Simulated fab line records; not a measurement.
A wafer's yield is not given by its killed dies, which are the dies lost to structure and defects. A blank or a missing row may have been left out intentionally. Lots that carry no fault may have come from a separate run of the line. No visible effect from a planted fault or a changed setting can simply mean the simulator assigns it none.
What tool caused it? :: flow n5-finfet :: Sampling: 12 lots, 36 wafers, 3 of 1938 route steps

== WHAT THE GAUGES SHOWED, per wafer ==
N5_BEOL_M0_SAQP_CD_MEAS_29: the cd target is 14.4 nm.
lot: L075
measured: day 6 02:06
on: cd-sem-02
cd-nm (nm): 15.56 14.84 14.63

lot: L077
measured: day 6 07:59
on: cd-sem-03
cd-nm (nm): 15.01 15.04 14.80

lot: L079
measured: day 6 20:19
on: cd-sem-02
cd-nm (nm): 15.44 15.02 14.89

lot: L081
measured: day 7 10:11
on: cd-sem-02
cd-nm (nm): 15.19 15.29 15.15

lot: L083
measured: day 7 20:22
on: cd-sem-01
cd-nm (nm): 14.81 15.22 15.15

lot: L085
measured: day 8 13:57
on: cd-sem-02
cd-nm (nm): 14.89 14.98 15.09

lot: L087
measured: day 9 05:10
on: cd-sem-03
cd-nm (nm): 14.99 14.89 14.71

lot: L089
measured: day 9 09:45
on: cd-sem-01
cd-nm (nm): 14.76 15.20 15.11

lot: L091
measured: day 9 22:13
on: cd-sem-01
cd-nm (nm): 14.71 15.06 15.31

lot: L093
measured: day 10 09:58
on: cd-sem-02
cd-nm (nm): 15.20 14.91 15.03

lot: L095
measured: day 10 21:13
on: cd-sem-02
cd-nm (nm): 15.00 14.81 15.03

lot: L097
measured: day 11 10:16
on: cd-sem-02
cd-nm (nm): 14.94 14.94 14.75

== WHAT TOOL EACH LOT RAN ON (gives the tool, then ch and the chambers of the sampled wafers, and finally the start) ==
lot: L075
N5_BEOL_M0_SAQP_RECESS_109: vapor-etch-01 ch 0,1, day 6 01:13
N5_BEOL_M0_SAQP_SPACER2_ALD_26: ald-sin-01 ch 0,2,3, day 6 01:21

lot: L077
N5_BEOL_M0_SAQP_RECESS_109: vapor-etch-01 ch 0,1, day 6 07:04
N5_BEOL_M0_SAQP_SPACER2_ALD_26: ald-sin-03 ch 1,2,3, day 6 07:12

lot: L079
N5_BEOL_M0_SAQP_RECESS_109: vapor-etch-02 ch 0,1, day 6 19:09
N5_BEOL_M0_SAQP_SPACER2_ALD_26: ald-sin-01 ch 0,1,3, day 6 19:34

lot: L081
N5_BEOL_M0_SAQP_RECESS_109: vapor-etch-01 ch 0,1, day 7 09:19
N5_BEOL_M0_SAQP_SPACER2_ALD_26: ald-sin-01 ch 1,2,3, day 7 09:26

lot: L083
N5_BEOL_M0_SAQP_RECESS_109: vapor-etch-01 ch 0,1, day 7 19:29
N5_BEOL_M0_SAQP_SPACER2_ALD_26: ald-sin-04 ch 1,3, day 7 19:37

lot: L085
N5_BEOL_M0_SAQP_RECESS_109: vapor-etch-01 ch 0,1, day 8 11:18
N5_BEOL_M0_SAQP_SPACER2_ALD_26: ald-sin-01 ch 0,2,3, day 8 13:12

lot: L087
N5_BEOL_M0_SAQP_RECESS_109: vapor-etch-01 ch 0,1, day 9 04:07
N5_BEOL_M0_SAQP_SPACER2_ALD_26: ald-sin-03 ch 1,2,3, day 9 04:16

lot: L089
N5_BEOL_M0_SAQP_RECESS_109: vapor-etch-01 ch 1, day 9 08:47
N5_BEOL_M0_SAQP_SPACER2_ALD_26: ald-sin-01 ch 1,2,3, day 9 08:56

lot: L091
N5_BEOL_M0_SAQP_RECESS_109: vapor-etch-02 ch 0,1, day 9 20:56
N5_BEOL_M0_SAQP_SPACER2_ALD_26: ald-sin-01 ch 0,1,2, day 9 21:04

lot: L093
N5_BEOL_M0_SAQP_RECESS_109: vapor-etch-02 ch 0,1, day 10 09:05
N5_BEOL_M0_SAQP_SPACER2_ALD_26: ald-sin-04 ch 2,3, day 10 09:13

lot: L095
N5_BEOL_M0_SAQP_RECESS_109: vapor-etch-02 ch 0,1, day 10 20:02
N5_BEOL_M0_SAQP_SPACER2_ALD_26: ald-sin-03 ch 0,2,3, day 10 20:28

lot: L097
N5_BEOL_M0_SAQP_RECESS_109: vapor-etch-02 ch 0,1, day 11 09:25
N5_BEOL_M0_SAQP_SPACER2_ALD_26: ald-sin-03 ch 1,2,3, day 11 09:31
- N5_BEOL_M0_SAQP_RECESS_109: chemistry HF/NH3, target SiO2, target depth 3 nm, afs cycles 1, sublimation time 60 s.
- N5_BEOL_M0_SAQP_SPACER2_ALD_26: deposits SiO2, target thk 15 nm, pulse time 1 s, purge time 2 s.

== THE ANSWER, worked out from the rows above alone ==
Rule: the usual values come from the lots themselves. The widest of any qualifying gaps counts: lots, ordered by their means at a reading, are off when they make up no more than a third of the lots, leave a main group of 4 or more, and stand apart from it by 3 or more times the standard deviation of that group's means. A main group is skipped when, at the precision printed for the reading in the tables above, its means are all equal. Also off: a lot with no number at a reading for which 4 or more lots have one. The other lots that the step has rows for count as sound.
No lot is off on any of the readings shown, so nothing can be concluded from this.

== WHAT HAD BEEN PUT IN BY THE SIMULATOR ==
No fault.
